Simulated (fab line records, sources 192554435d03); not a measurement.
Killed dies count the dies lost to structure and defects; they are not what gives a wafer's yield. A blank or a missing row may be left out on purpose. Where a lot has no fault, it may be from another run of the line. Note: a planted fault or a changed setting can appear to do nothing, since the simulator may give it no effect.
Chamber matching / flow n5 finfet / N5_BEOL_M5_CURE_79 on uv cure-02 has 3 sister chambers
The step cures SiCOH lowk, time 240 s. 3 wafers are shown with their chamber, then 12 later ones without.

## WAFERS PAIRED WITH THEIR CHAMBERS
wafer=L080.5; chamber=1; wafer_temp_C_max=385.7
wafer=L085.4; chamber=2; wafer_temp_C_max=386.7
wafer=L084.6; chamber=0; wafer_temp_C_max=386.2

## WAFERS WITHOUT THEIR CHAMBER
wafer=L088.1; wafer_temp_C_max=386.0
wafer=L088.2; wafer_temp_C_max=386.0
wafer=L088.5; wafer_temp_C_max=385.6
wafer=L086.1; wafer_temp_C_max=386.1
wafer=L086.3; wafer_temp_C_max=386.0
wafer=L086.5; wafer_temp_C_max=386.5
wafer=L096.1; wafer_temp_C_max=386.1
wafer=L096.2; wafer_temp_C_max=386.1
wafer=L096.6; wafer_temp_C_max=386.3
wafer=L096.3; wafer_temp_C_max=386.2
wafer=L096.4; wafer_temp_C_max=386.1
wafer=L096.5; wafer_temp_C_max=386.3

## WHICH CHAMBER EACH WENT THROUGH
wafer=L088.1; from the rows above=can't be placed: 0 or 1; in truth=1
wafer=L088.2; from the rows above=can't be placed: 0 or 1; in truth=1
wafer=L088.5; from the rows above=1; in truth=1
wafer=L086.1; from the rows above=0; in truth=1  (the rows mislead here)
wafer=L086.3; from the rows above=can't be placed: 0 or 1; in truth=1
wafer=L086.5; from the rows above=can't be placed: 2 or 0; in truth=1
wafer=L096.1; from the rows above=0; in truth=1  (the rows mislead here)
wafer=L096.2; from the rows above=0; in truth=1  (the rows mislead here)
wafer=L096.6; from the rows above=0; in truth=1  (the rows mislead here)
wafer=L096.3; from the rows above=0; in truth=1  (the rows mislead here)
wafer=L096.4; from the rows above=0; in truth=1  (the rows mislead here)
wafer=L096.5; from the rows above=0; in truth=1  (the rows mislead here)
Correctly placed: 1 of 12. Not placeable from these rows: 4 (in 3, the candidates include the true chamber). 7 placed wrongly.
How it was worked out, from the rows above alone: a wafer's distance from a chamber is the root of the sum, over the readings, of the square of ((its reading less the chamber's mean) divided by the reading's scatter). The wafer belongs to the nearest chamber; if the next one is less than 2 further off, it can't be placed. A chamber's mean is the mean of its shown wafers. The scatter: root of mean squared gap, hidden wafer to nearest shown wafer, with one shown wafer a chamber.
